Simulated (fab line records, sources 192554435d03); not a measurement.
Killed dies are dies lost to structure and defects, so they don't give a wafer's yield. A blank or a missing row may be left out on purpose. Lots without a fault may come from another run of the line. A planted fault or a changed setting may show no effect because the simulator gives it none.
Problem report in the 8D (eight disciplines) form, filled by code | flow n5_finfet | the parts of the form that need people (team, actions taken, sign-off) are left out

1. THE PROBLEM
raw_defect_count at N5_BEOL_M5_INSPECT_58 reads a mean of 607 on 2 wafers of 2 lots; wafers without a fault read 63 with a standard deviation of 18. That is +30 standard deviations from the usual mean.
The step: inspects for defects (darkfield).
First seen on wafer L288.5, day 11 09:25, on defect_inspect-01. The record holds 30 wafers of 10 lots with a number at this step. Rule for "out", or "out of limits": more than 4 standard deviations from the usual mean. The other wafers with a number count as sound.

2. WHAT IT IS AND WHAT IT IS NOT
question                    | is                                   | is not
which readings at this step | raw_defect_count                     | -
which lots                  | L288, L292                           | L285, L286, L287, L289, L295, L298, L300, L303
which wafers of those lots  | L288.5, L292.5                       | L288.1, L288.4, L292.1, L292.4
read on which gauges        | defect_inspect-01, defect_inspect-02 | -
when                        | from day 11 09:25                    | up to then (14 sound wafers); but 14 sound wafers of L292, L295, L298, L300, L303 came after

3. SUSPECTS, AND WHAT RULES EACH OUT
Counting: a tool at a process step up to the reading stays a suspect if it ran every lot that is out. Sound lots after the first of them don't rule it out here, since some wafers of a struck lot are sound.
- the gauge at N5_BEOL_M5_INSPECT_58: ruled out. The wafers that are out were read on 2 gauges (defect_inspect-01, defect_inspect-02).
- cvd_co-02 at N5_BEOL_M5_CO_CAP_78 (material Co, precursor CCTBA/H2, target thk 2 nm, time 102.1 s): kept. It ran every lot that is out, first L288 (day 11 09:13); its last sound lot up to then is L289 (day 11 08:02).
- pecvd-04 at N5_BEOL_M5_PRE_CLEAN_55 (time 15 s): kept. It ran every lot that is out, first L288 (day 11 09:18); its last sound lot up to then is L289 (day 11 08:08).
- Within cvd_co-02 at N5_BEOL_M5_CO_CAP_78: the wafers that are out ran in chamber 0; their sound lot-mates ran in chambers 1, 2.
- Within pecvd-04 at N5_BEOL_M5_PRE_CLEAN_55: the wafers that are out ran in chamber 0; their sound lot-mates ran in chambers 1, 2.
Left after counting: cvd_co-02 at N5_BEOL_M5_CO_CAP_78, pecvd-04 at N5_BEOL_M5_PRE_CLEAN_55.

4. THE CAUSE (what the simulator had put in)
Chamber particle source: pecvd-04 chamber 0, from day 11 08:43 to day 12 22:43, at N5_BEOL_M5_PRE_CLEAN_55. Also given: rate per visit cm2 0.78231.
Counting left 2 suspects, and this tool is among them.

5. THE CHAIN OF EFFECTS, in route order
Each row: a reading whose mean over the struck wafers that have a number lies more than 3 standard deviations from the usual. Only readings for which the record gives a usual standard deviation are gone through. hours: the time from each lot's start at the first step in this table that gives one to its start at this step, as a median over the lots. sigmas: the change in usual standard deviations.
hours | step                    | reading              | usual  | on struck wafers | change | sigmas
0     | N5_BEOL_M5_INSPECT_58   | raw_defect_count     | 63     | 607              | +544   | +30
2     | N5_BEOL_M6_INSPECT_13   | raw_defect_count     | 391    | 942              | +550   | +6.5
4     | N5_BEOL_M6_INSPECT_30   | raw_defect_count     | 406    | 874              | +468   | +5.0
99    | N5_PASSIVATION_PROBE_49 | defect_limited_yield | 91.2 % | 84.6             | -6.6   | -4.4
99    | N5_PASSIVATION_PROBE_49 | killed_at_M4_up      | 13     | 98               | +84    | +16
99    | N5_PASSIVATION_PROBE_49 | killed_dies          | 103    | 182              | +78    | +4.6
99    | N5_PASSIVATION_PROBE_49 | killed_on_rim        | 14     | 30               | +16    | +3.8
99    | N5_PASSIVATION_PROBE_49 | sort_bin_5_function  | 5.2 %  | 9.2              | +4.0   | +4.3
99    | N5_PASSIVATION_PROBE_49 | sort_n_pass          | 1077   | 998              | -78    | -4.6
99    | N5_PASSIVATION_PROBE_49 | sort_yield_pct       | 91.2 % | 84.6             | -6.6   | -4.4
The process steps in it:
- N5_PASSIVATION_PROBE_49

6. WHAT WOULD HAVE CAUGHT IT SOONER
In this record the first reading out of limits at a measuring or inspecting step was taken at day 11 09:25, 1 hour after the fault began at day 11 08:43.
Of the tool readings at N5_BEOL_M5_PRE_CLEAN_55 for which the record gives a usual standard deviation, none was out on any struck wafer, so an alarm limit of 4 standard deviations on them would not have fired.
Of the lots that are out (2), L292 began N5_BEOL_M5_PRE_CLEAN_55 on pecvd-04 after day 11 09:25. A hold on the tool at that time would have spared it.
